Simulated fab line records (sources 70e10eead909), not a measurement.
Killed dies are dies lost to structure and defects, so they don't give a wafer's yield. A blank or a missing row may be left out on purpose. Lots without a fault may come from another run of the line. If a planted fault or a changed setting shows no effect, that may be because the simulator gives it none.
fab line records | flow nand_harc | part 2 of 2: steps 4 to 6 of 6
record: lots: 22 | wafers: 66 | last_day: 24
route steps=1159 shown A_STAIRCASE@587
lots that met no fault: from a run of the same line without faults
start_h: hours from the record's opening day to when the first of the lot's shown wafers began | wait_h: hours since the lot's step before | " identical to the entry in the row above | L1.1+2: one row covering several wafers at once | - no value present, or no start provided | * or withheld: withheld | < > ~ a bound
route shown NAME@n: NAME is a module with steps in the file, n the number in the route of the first one | usual: average and standard deviation across the fault-free wafers | same: alike in all rows | chamber/n: place in a boat | sites: readings site by site | _std_site: their standard deviation | _edge_site: the outer-site mean with the inner-site mean subtracted | radius_mm: for every site, how far away it sits from the centre of the wafer | mask NAME#n: copy n | behind: the most recent tool/chamber to have shaped the wafer | hold: reason for holding the lot/hours on hold/outcome of the hold | device: which transistor (n, p or np) failed to switch | end of line: tests of these same wafers at the route's end | for a step that has no rows: nothing shown but its recipe | killed: at the first sort, the dies lost to defects and structure; wafer yield is something else | map: the dies of a wafer, with x for killed, . for not killed, _ for no die there
set.NAME: the setting as run; set.NAME@STEP: as run at that earlier step | model.NAME: the simulator's own value behind a step, which no gauge read
steps of the route over a sample of lots; a table a step, a row a wafer
services: from which hour (start_h, from the record's first day; less than 0 if before it) a tool's chamber was out of use, for how many hours, and why
== steps ==
step: NHARC_A_STAIRCASE_TRIM_231
recipe: time_s: 211.2 | o2_flow_sccm: 500 | ar_flow_sccm: 0 | bias_w: 0 | chemistry: O2
usual: drypump_motor_current_A: 5.6/0.51 | oes_product_au: 1.001/0.0072 | rf_vpp_V: 57.7/0.92 | showerhead_plenum_p_Torr: 3.49/0.17 | throttle_valve_pct: 17.035/0.009
lot.wafer | tool        | chamber | start_h | wait_h | drypump_motor_current_A | oes_product_au | rf_hours_counter_h | rf_vpp_V | showerhead_plenum_p_Torr | throttle_valve_pct
L074.2    | rie_diel-10 | 2       | -       | -      | 5.3                     | 1.008          | 26                 | 57.8     | 3.35                     | 17.032
L074.3    | "           | 0       | "       | "      | 5.6                     | 1.006          | 30                 | 59.7     | 3.44                     | 17.029
L074.6    | "           | 2       | "       | "      | 5.3                     | 1.005          | -                  | 56.7     | 3.35                     | 17.028
L075.4    | rie_diel-01 | 3       | -       | -      | 6.3                     | 1.003          | 37                 | 57.7     | 3.69                     | 17.044
L075.3    | "           | 0       | "       | "      | 6.4                     | 0.995          | 39                 | 57.5     | 3.30                     | 17.025
L075.5    | "           | 2       | "       | "      | 6.6                     | 0.993          | -                  | 59.0     | 3.53                     | 17.024
L076.2    | rie_diel-10 | 0       | -       | -      | 5.6                     | 1.014          | 31                 | 58.7     | 3.44                     | 17.034
L076.5    | "           | 0       | "       | "      | 5.6                     | 1.018          | -                  | 57.1     | 3.44                     | 17.048
L076.6    | "           | 1       | "       | "      | 5.8                     | 1.014          | -                  | 57.2     | 3.34                     | 17.040
L077.3    | rie_diel-10 | 1       | -       | -      | 5.9                     | 0.998          | 34                 | 57.0     | 3.33                     | 17.031
L077.6    | "           | 2       | "       | "      | 5.3                     | 0.997          | -                  | 57.9     | 3.35                     | 17.028
L077.5    | "           | 3       | "       | "      | 5.0                     | 0.987          | -                  | 57.7     | 3.48                     | 17.044
L079.2    | rie_diel-01 | 2       | -       | -      | 6.6                     | 1.003          | 45                 | 58.7     | 3.53                     | 17.029
L079.3    | "           | 1       | "       | "      | 5.7                     | 1.000          | 46                 | 58.4     | 3.57                     | 17.040
L079.6    | "           | 3       | "       | "      | 6.2                     | 0.995          | -                  | 58.3     | 3.69                     | 17.023
L080.1    | rie_diel-10 | 1       | -       | -      | 5.9                     | 0.994          | 35                 | 56.8     | 3.33                     | 17.049
L080.5    | "           | 2       | "       | "      | 5.3                     | 0.998          | -                  | 58.7     | 3.35                     | 17.011
L080.6    | "           | 3       | "       | "      | 5.0                     | 1.011          | -                  | 59.3     | 3.48                     | 17.039
L078.3    | rie_diel-10 | 2       | -       | -      | 5.3                     | 1.002          | 34                 | 56.7     | 3.35                     | 17.030
L078.4    | "           | 3       | "       | "      | 5.0                     | 0.986          | 25                 | 59.1     | 3.48                     | 17.031
L078.5    | "           | 0       | "       | "      | 5.6                     | 0.995          | -                  | 57.7     | 3.44                     | 17.026
L081.2    | rie_diel-10 | 1       | -       | -      | 5.8                     | 0.998          | 40                 | 58.0     | 3.33                     | 17.038
L081.1    | "           | 2       | "       | "      | 5.3                     | 0.993          | 38                 | 56.6     | 3.35                     | 17.046
L081.6    | "           | 0       | "       | "      | 5.6                     | 0.998          | -                  | 58.9     | 3.44                     | 17.033
L083.4    | rie_diel-12 | 3       | -       | -      | 5.4                     | 1.020          | 32                 | 57.6     | 3.79                     | 17.051
L083.3    | "           | 0       | "       | "      | 5.6                     | 1.005          | 34                 | 59.2     | 3.79                     | 17.022
L083.2    | "           | 1       | "       | "      | 5.2                     | 1.003          | 34                 | 58.4     | 3.69                     | 17.038
L082.4    | rie_diel-10 | 3       | -       | -      | 5.0                     | 1.010          | 34                 | 58.2     | 3.48                     | 17.029
L082.2    | "           | 2       | "       | "      | 5.3                     | 1.002          | 42                 | 57.5     | 3.34                     | 17.028
L082.6    | "           | 3       | "       | "      | 5.0                     | 1.011          | -                  | 57.0     | 3.48                     | 17.036
L084.1    | rie_diel-10 | 3       | -       | -      | 5.0                     | 0.991          | 37                 | 56.1     | 3.47                     | 17.031
L084.5    | "           | 1       | "       | "      | 5.9                     | 0.997          | -                  | 58.5     | 3.33                     | 17.036
L084.6    | "           | 2       | "       | "      | 5.3                     | 0.996          | -                  | 59.1     | 3.34                     | 17.037
L085.1    | rie_diel-12 | 1       | -       | -      | 5.2                     | 1.011          | 41                 | 59.0     | 3.69                     | 17.034
L085.5    | "           | 0       | "       | "      | 5.5                     | 1.003          | -                  | 58.8     | 3.78                     | 17.035
L085.6    | "           | 1       | "       | "      | 5.2                     | 1.004          | -                  | 59.5     | 3.69                     | 17.017
L087.3    | rie_diel-10 | 1       | -       | -      | 5.8                     | 0.997          | 53                 | 56.9     | 3.32                     | 17.029
L087.2    | "           | 3       | "       | "      | 5.0                     | 0.990          | 41                 | 59.4     | 3.47                     | 17.034
L087.5    | "           | 2       | "       | "      | 5.3                     | 0.996          | -                  | 57.7     | 3.34                     | 17.017
L088.2    | rie_diel-12 | 3       | -       | -      | 5.4                     | 0.998          | 48                 | 57.0     | 3.78                     | 17.044
L088.4    | "           | 0       | "       | "      | 5.6                     | 1.004          | 51                 | 57.9     | 3.78                     | 17.030
L088.5    | "           | 3       | "       | "      | 5.4                     | 0.994          | -                  | 57.8     | 3.78                     | 17.048
L090.3    | rie_diel-10 | 3       | -       | -      | 5.0                     | 0.996          | 51                 | 58.4     | 3.47                     | 17.031
L090.1    | "           | 2       | "       | "      | 5.3                     | 0.995          | 60                 | 57.3     | 3.33                     | 17.031
L090.5    | "           | 3       | "       | "      | 5.0                     | 0.999          | -                  | 57.4     | 3.47                     | 17.036
L091.1    | rie_diel-01 | 3       | -       | -      | 6.3                     | 0.999          | 9                  | 57.7     | 3.68                     | 17.026
L091.5    | "           | 2       | "       | "      | 6.6                     | 0.998          | -                  | 58.0     | 3.51                     | 17.039
L091.6    | "           | 3       | "       | "      | 6.2                     | 1.000          | -                  | 57.5     | 3.68                     | 17.049
L093.2    | rie_diel-01 | 3       | -       | -      | 6.3                     | 1.001          | 11                 | 57.1     | 3.68                     | 17.048
L093.3    | "           | 0       | "       | "      | 6.4                     | 1.012          | 11                 | 55.5     | 3.28                     | 17.049
L093.6    | "           | 2       | "       | "      | 6.6                     | 1.011          | -                  | 58.6     | 3.51                     | 17.056
L092.4    | rie_diel-10 | 1       | -       | -      | 5.9                     | 1.005          | 64                 | 56.2     | 3.32                     | 17.021
L092.1    | "           | 2       | "       | "      | 5.3                     | 0.997          | 62                 | 58.2     | 3.33                     | 17.025
L092.6    | "           | 0       | "       | "      | 5.6                     | 1.000          | -                  | 58.2     | 3.42                     | 17.023
L095.3    | rie_diel-01 | 2       | -       | -      | 6.6                     | 1.006          | 18                 | 57.8     | 3.51                     | 17.035
L095.5    | "           | 1       | "       | "      | 5.7                     | 1.006          | -                  | 57.3     | 3.56                     | 17.029
L095.6    | "           | 2       | "       | "      | 6.6                     | 1.007          | -                  | 58.3     | 3.51                     | 17.040
L096.2    | rie_diel-12 | 0       | -       | -      | 5.5                     | 0.999          | 61                 | 57.0     | 3.77                     | 17.047
L096.1    | "           | 1       | "       | "      | 5.2                     | 0.993          | 59                 | 59.3     | 3.68                     | 17.044
L096.3    | "           | 2       | "       | "      | 4.9                     | 0.987          | 54                 | 56.7     | 3.28                     | 17.034
L094.1    | rie_diel-01 | 1       | -       | -      | 5.7                     | 1.011          | 19                 | 58.6     | 3.56                     | 17.041
L094.3    | "           | 3       | "       | "      | 6.3                     | 1.008          | 20                 | 57.1     | 3.67                     | 17.046
L094.5    | "           | 1       | "       | "      | 5.7                     | 1.012          | -                  | 57.3     | 3.56                     | 17.021
L097.2    | rie_diel-12 | 2       | -       | -      | 4.9                     | 0.998          | 1                  | 58.6     | 3.81                     | 17.033
L097.3    | "           | 1       | "       | "      | 5.2                     | 0.995          | 1                  | 58.9     | 3.67                     | 17.021
L097.5    | "           | 2       | "       | "      | 4.9                     | 0.987          | -                  | 58.8     | 3.81                     | 17.037
step: NHARC_A_STAIRCASE_DEP_301
recipe: target_thk_a: 300 | target_thk_nm: 30 | temp_c: 400 | pressure_torr: 3.5 | flow_sccm: 200 | rf_w: 350 | material: SiON
usual: heater_power_w: 750/70 | susceptor_temp_C: 399.99/0.24
lot.wafer | tool     | chamber | start_h | wait_h | heater_power_w | susceptor_temp_C
L074.2    | pecvd-03 | 2       | 266.04  | 1.7    | 824            | 400.16
L074.3    | "        | 0       | "       | "      | 795            | 400.00
L074.6    | "        | 0       | "       | "      | 786            | 399.93
L075.3    | pecvd-01 | 2       | 270.71  | 1.0    | 652            | 400.14
L075.5    | "        | 0       | "       | "      | 681            | 400.03
L075.4    | "        | 2       | "       | "      | 667            | 399.99
L076.2    | pecvd-01 | 2       | 272.55  | 1.3    | 604            | 400.27
L076.5    | "        | 0       | "       | "      | 782            | 400.18
L076.6    | "        | 1       | "       | "      | 747            | 400.23
L077.3    | pecvd-01 | 1       | 280.16  | 1.0    | 789            | 400.15
L077.5    | "        | 0       | "       | "      | 688            | 400.19
L077.6    | "        | 2       | "       | "      | 678            | 399.55
L079.2    | pecvd-01 | 1       | 283.50  | 1.3    | 760            | 400.29
L079.3    | "        | 2       | "       | "      | 602            | 399.63
L079.6    | "        | 1       | "       | "      | 774            | 400.09
L080.1    | pecvd-01 | 2       | 285.68  | 1.9    | 560            | 400.04
L080.6    | "        | 0       | "       | "      | 765            | 399.51
L080.5    | "        | 1       | "       | "      | 751            | 400.19
L078.3    | pecvd-02 | 0       | 286.18  | 0.9    | 749            | 400.08
L078.4    | "        | 1       | "       | "      | 742            | 400.42
L078.5    | "        | 2       | "       | "      | 742            | 400.04
L081.1    | pecvd-02 | 0       | 297.31  | 1.6    | 716            | 399.67
L081.2    | "        | 1       | "       | "      | 834            | 400.03
L081.6    | "        | 2       | "       | "      | 747            | 400.03
L083.3    | pecvd-02 | 2       | 310.57  | 0.9    | 836            | 399.63
L083.2    | "        | 1       | "       | "      | 869            | 400.03
L083.4    | "        | 0       | "       | "      | 802            | 399.85
L082.2    | pecvd-01 | 1       | 311.48  | 1.3    | 704            | 400.31
L082.6    | "        | 2       | "       | "      | 639            | 399.91
L082.4    | "        | 0       | "       | "      | 794            | 400.34
L084.1    | pecvd-02 | 0       | 322.31  | 1.6    | 726            | 399.93
L084.5    | "        | 1       | "       | "      | 807            | 400.17
L084.6    | "        | 0       | "       | "      | 745            | 400.01
L085.1    | pecvd-02 | 2       | 333.56  | 1.6    | 716            | 399.86
L085.6    | "        | 2       | "       | "      | 749            | 399.97
L085.5    | "        | 0       | "       | "      | 661            | 399.74
L087.3    | pecvd-02 | 1       | 333.74  | 1.0    | 749            | 399.94
L087.2    | "        | 2       | "       | "      | 857            | 399.63
L087.5    | "        | 0       | "       | "      | 732            | 399.95
L088.2    | pecvd-01 | 2       | 353.82  | 1.3    | 576            | 399.56
L088.4    | "        | 1       | "       | "      | 662            | 399.92
L088.5    | "        | 2       | "       | "      | 566            | 399.86
L090.3    | pecvd-02 | 1       | 357.87  | 1.0    | 822            | 399.93
L090.1    | "        | 2       | "       | "      | 700            | 399.73
L090.5    | "        | 0       | "       | "      | 701            | 399.74
L091.1    | pecvd-02 | 1       | 358.89  | 1.6    | 735            | 399.72
L091.6    | "        | 2       | "       | "      | 750            | 399.97
L091.5    | "        | 1       | "       | "      | 741            | 400.21
L092.1    | pecvd-01 | 0       | 363.90  | 1.6    | 725            | 399.71
L092.4    | "        | 0       | "       | "      | 767            | 399.77
L092.6    | "        | 1       | "       | "      | 836            | 400.05
L093.2    | pecvd-01 | 0       | 364.10  | 1.4    | 767            | 399.99
L093.3    | "        | 1       | "       | "      | 807            | 400.01
L093.6    | "        | 2       | "       | "      | 683            | 400.11
L095.3    | pecvd-03 | 0       | 375.60  | 1.0    | 712            | 400.17
L095.6    | "        | 0       | "       | "      | 703            | 399.89
L095.5    | "        | 1       | "       | "      | 844            | 399.92
L096.2    | pecvd-03 | 2       | 377.14  | 1.2    | 868            | 400.05
L096.1    | "        | 0       | "       | "      | 785            | 400.12
L096.3    | "        | 1       | "       | "      | 710            | 399.81
L094.1    | pecvd-02 | 2       | 378.65  | 1.7    | 785            | 399.77
L094.3    | "        | 0       | "       | "      | 682            | 400.20
L094.5    | "        | 1       | "       | "      | 834            | 400.56
L097.3    | pecvd-02 | 1       | 402.87  | 1.0    | 794            | 400.04
L097.2    | "        | 2       | "       | "      | 792            | 400.05
L097.5    | "        | 1       | "       | "      | 801            | 399.79
step: NHARC_A_STAIRCASE_HM_OPEN_463
recipe: o2_flow_sccm: 400 | cos_flow_sccm: 20 | ar_flow_sccm: 0 | rf_w: 500 | bias_w: 300 | chemistry: O2/COS
usual: drypump_motor_current_A: 5.7/0.55 | oes_product_au: 1.001/0.0072 | rf_vpp_V: 467/3.6 | showerhead_plenum_p_Torr: 3.12/0.16 | throttle_valve_pct: 28.331/0.0092
lot.wafer | tool        | chamber | start_h | wait_h | drypump_motor_current_A | oes_product_au | rf_hours_counter_h | rf_vpp_V | showerhead_plenum_p_Torr | throttle_valve_pct
L074.2    | rie_diel-12 | 1       | -       | -      | 5.2                     | 1.011          | 21                 | 470      | 3.27                     | 28.324
L074.3    | "           | 3       | "       | "      | 5.4                     | 1.003          | 20                 | 472      | 3.36                     | 28.335
L074.6    | "           | 2       | "       | "      | 4.8                     | 1.004          | -                  | 462      | 2.92                     | 28.346
L075.3    | rie_diel-01 | 2       | -       | -      | 6.7                     | 0.986          | 45                 | 467      | 3.12                     | 28.338
L075.4    | "           | 3       | "       | "      | 6.3                     | 0.999          | 44                 | 469      | 3.27                     | 28.332
L075.5    | "           | 1       | "       | "      | 5.7                     | 0.992          | -                  | 468      | 3.16                     | 28.321
L076.2    | rie_diel-12 | 3       | -       | -      | 5.4                     | 1.016          | 24                 | 473      | 3.36                     | 28.310
L076.6    | "           | 1       | "       | "      | 5.2                     | 1.000          | -                  | 471      | 3.27                     | 28.340
L076.5    | "           | 2       | "       | "      | 4.8                     | 1.002          | -                  | 462      | 2.92                     | 28.343
L077.3    | rie_diel-12 | 1       | -       | -      | 5.2                     | 1.018          | 28                 | 471      | 3.27                     | 28.334
L077.5    | "           | 1       | "       | "      | 5.2                     | 1.013          | -                  | 469      | 3.27                     | 28.328
L077.6    | "           | 2       | "       | "      | 4.8                     | 1.005          | -                  | 463      | 2.91                     | 28.324
L079.2    | rie_diel-01 | 2       | -       | -      | 6.6                     | 0.997          | 49                 | 467      | 3.12                     | 28.317
L079.3    | "           | 0       | "       | "      | 6.3                     | 1.005          | 50                 | 461      | 2.91                     | 28.330
L079.6    | "           | 2       | "       | "      | 6.6                     | 1.001          | -                  | 468      | 3.12                     | 28.323
L080.1    | rie_diel-12 | 0       | -       | -      | 5.5                     | 0.993          | 30                 | 472      | 3.36                     | 28.323
L080.5    | "           | 0       | "       | "      | 5.6                     | 0.996          | -                  | 474      | 3.36                     | 28.338
L080.6    | "           | 1       | "       | "      | 5.2                     | 1.004          | -                  | 471      | 3.27                     | 28.341
L078.4    | rie_diel-10 | 2       | -       | -      | 5.3                     | 0.999          | 38                 | 465      | 2.96                     | 28.327
L078.3    | "           | 0       | "       | "      | 5.6                     | 1.006          | 43                 | 464      | 3.04                     | 28.337
L078.5    | "           | 2       | "       | "      | 5.3                     | 0.996          | -                  | 464      | 2.96                     | 28.326
L081.2    | rie_diel-01 | 3       | -       | -      | 6.3                     | 0.995          | 53                 | 471      | 3.26                     | 28.336
L081.1    | "           | 0       | "       | "      | 6.4                     | 1.007          | 53                 | 462      | 2.91                     | 28.332
L081.6    | "           | 3       | "       | "      | 6.2                     | 1.000          | -                  | 469      | 3.26                     | 28.315
L083.4    | rie_diel-12 | 0       | -       | -      | 5.6                     | 0.990          | 39                 | 473      | 3.35                     | 28.342
L083.2    | "           | 1       | "       | "      | 5.2                     | 1.015          | 38                 | 471      | 3.27                     | 28.317
L083.3    | "           | 3       | "       | "      | 5.4                     | 1.006          | 37                 | 471      | 3.35                     | 28.329
L082.4    | rie_diel-01 | 2       | -       | -      | 6.6                     | 1.001          | 58                 | 467      | 3.11                     | 28.329
L082.2    | "           | 3       | "       | "      | 6.2                     | 1.008          | 58                 | 471      | 3.26                     | 28.333
L082.6    | "           | 1       | "       | "      | 5.7                     | 0.996          | -                  | 467      | 3.16                     | 28.321
L084.1    | rie_diel-10 | 3       | -       | -      | 5.0                     | 1.009          | 42                 | 465      | 3.07                     | 28.337
L084.6    | "           | 1       | "       | "      | 5.9                     | 1.003          | -                  | 464      | 2.94                     | 28.331
L084.5    | "           | 2       | "       | "      | 5.3                     | 0.992          | -                  | 464      | 2.95                     | 28.332
L085.1    | rie_diel-01 | 1       | -       | -      | 5.7                     | 1.014          | 5                  | 469      | 3.15                     | 28.336
L085.5    | "           | 0       | "       | "      | 6.4                     | 1.011          | -                  | 462      | 2.90                     | 28.319
L085.6    | "           | 1       | "       | "      | 5.7                     | 1.008          | -                  | 468      | 3.15                     | 28.341
L087.3    | rie_diel-12 | 1       | -       | -      | 5.2                     | 1.009          | 46                 | 471      | 3.26                     | 28.326
L087.2    | "           | 2       | "       | "      | 4.9                     | 0.999          | 43                 | 463      | 2.91                     | 28.330
L087.5    | "           | 1       | "       | "      | 5.2                     | 1.002          | -                  | 470      | 3.26                     | 28.325
L088.2    | rie_diel-12 | 0       | -       | -      | 5.5                     | 0.994          | 57                 | 472      | 3.34                     | 28.329
L088.4    | "           | 2       | "       | "      | 4.9                     | 0.992          | 51                 | 462      | 2.90                     | 28.337
L088.5    | "           | 0       | "       | "      | 5.5                     | 0.997          | -                  | 471      | 3.34                     | 28.326
L090.3    | rie_diel-12 | 3       | -       | -      | 5.4                     | 0.999          | 55                 | 472      | 3.34                     | 28.323
L090.1    | "           | 0       | "       | "      | 5.6                     | 0.998          | 58                 | 473      | 3.34                     | 28.350
L090.5    | "           | 0       | "       | "      | 5.5                     | 1.003          | -                  | 472      | 3.34                     | 28.311
L091.1    | rie_diel-01 | 1       | -       | -      | 5.7                     | 1.011          | 17                 | 468      | 3.15                     | 28.331
L091.5    | "           | 0       | "       | "      | 6.4                     | 0.996          | -                  | 462      | 2.90                     | 28.327
L091.6    | "           | 1       | "       | "      | 5.7                     | 1.011          | -                  | 468      | 3.15                     | 28.333
L092.4    | rie_diel-12 | 3       | -       | -      | 5.4                     | 1.000          | 58                 | 472      | 3.34                     | 28.340
L092.1    | "           | 0       | "       | "      | 5.5                     | 1.001          | 61                 | 471      | 3.34                     | 28.346
L092.6    | "           | 2       | "       | "      | 4.8                     | 0.998          | -                  | 463      | 2.90                     | 28.312
L093.3    | rie_diel-01 | 0       | -       | -      | 6.4                     | 0.991          | 21                 | 463      | 2.90                     | 28.327
L093.2    | "           | 1       | "       | "      | 5.7                     | 1.019          | 20                 | 468      | 3.15                     | 28.330
L093.6    | "           | 3       | "       | "      | 6.3                     | 1.007          | -                  | 471      | 3.25                     | 28.332
L095.3    | rie_diel-10 | 0       | -       | -      | 5.6                     | 1.004          | 3                  | 465      | 3.03                     | 28.333
L095.5    | "           | 2       | "       | "      | 5.3                     | 1.009          | -                  | 461      | 2.94                     | 28.310
L095.6    | "           | 3       | "       | "      | 5.0                     | 1.002          | -                  | 466      | 3.06                     | 28.322
L096.1    | rie_diel-01 | 2       | -       | -      | 6.7                     | 0.999          | 23                 | 466      | 3.10                     | 28.306
L096.3    | "           | 3       | "       | "      | 6.3                     | 0.992          | 24                 | 470      | 3.25                     | 28.335
L096.2    | "           | 0       | "       | "      | 6.3                     | 0.991          | 24                 | 463      | 2.90                     | 28.328
L094.3    | rie_diel-10 | 0       | -       | -      | 5.6                     | 1.008          | 5                  | 465      | 3.03                     | 28.333
L094.1    | "           | 3       | "       | "      | 5.0                     | 1.001          | 5                  | 465      | 3.06                     | 28.325
L094.5    | "           | 0       | "       | "      | 5.6                     | 1.003          | -                  | 464      | 3.03                     | 28.328
L097.3    | rie_diel-10 | 0       | -       | -      | 5.6                     | 1.006          | 14                 | 465      | 3.02                     | 28.334
L097.2    | "           | 1       | "       | "      | 5.9                     | 0.984          | 16                 | 462      | 2.93                     | 28.325
L097.5    | "           | 0       | "       | "      | 5.6                     | 1.004          | -                  | 464      | 3.02                     | 28.340
== services ==
tool        | chamber | start_h | hours | kind
rie_diel-10 | 0       | 235.21  | -     | clean
rie_diel-10 | 1       | 235.21  | -     | clean
rie_diel-10 | 2       | 235.21  | -     | clean
rie_diel-10 | 3       | 235.21  | -     | clean
pecvd-01    | -       | 237.18  | 13.0  | pm
pecvd-03    | 0       | 255.90  | 2.6   | repair
pecvd-01    | -       | 257.37  | 2.0   | repair
rie_diel-10 | 0       | 259.71  | -     | clean
rie_diel-10 | 1       | 259.71  | -     | clean
rie_diel-10 | 2       | 259.71  | -     | clean
rie_diel-10 | 3       | 259.71  | -     | clean
pecvd-01    | -       | 274.54  | 1.8   | repair
rie_diel-10 | 0       | 284.21  | -     | clean
rie_diel-12 | 2       | 285.43  | 4.8   | repair
pecvd-02    | -       | 290.31  | 1.0   | repair
pecvd-03    | -       | 292.24  | 13.0  | pm
rie_diel-01 | -       | 314.99  | 9.0   | pm
pecvd-02    | -       | 334.04  | 13.0  | pm
rie_diel-12 | 3       | 334.04  | 1.7   | repair
rie_diel-10 | -       | 354.21  | 9.0   | pm
pecvd-01    | 1       | 367.07  | 10.4  | repair
rie_diel-10 | 0       | 368.20  | 1.4   | repair
rie_diel-01 | -       | 370.63  | 0.4   | repair
rie_diel-12 | -       | 379.62  | 9.0   | pm
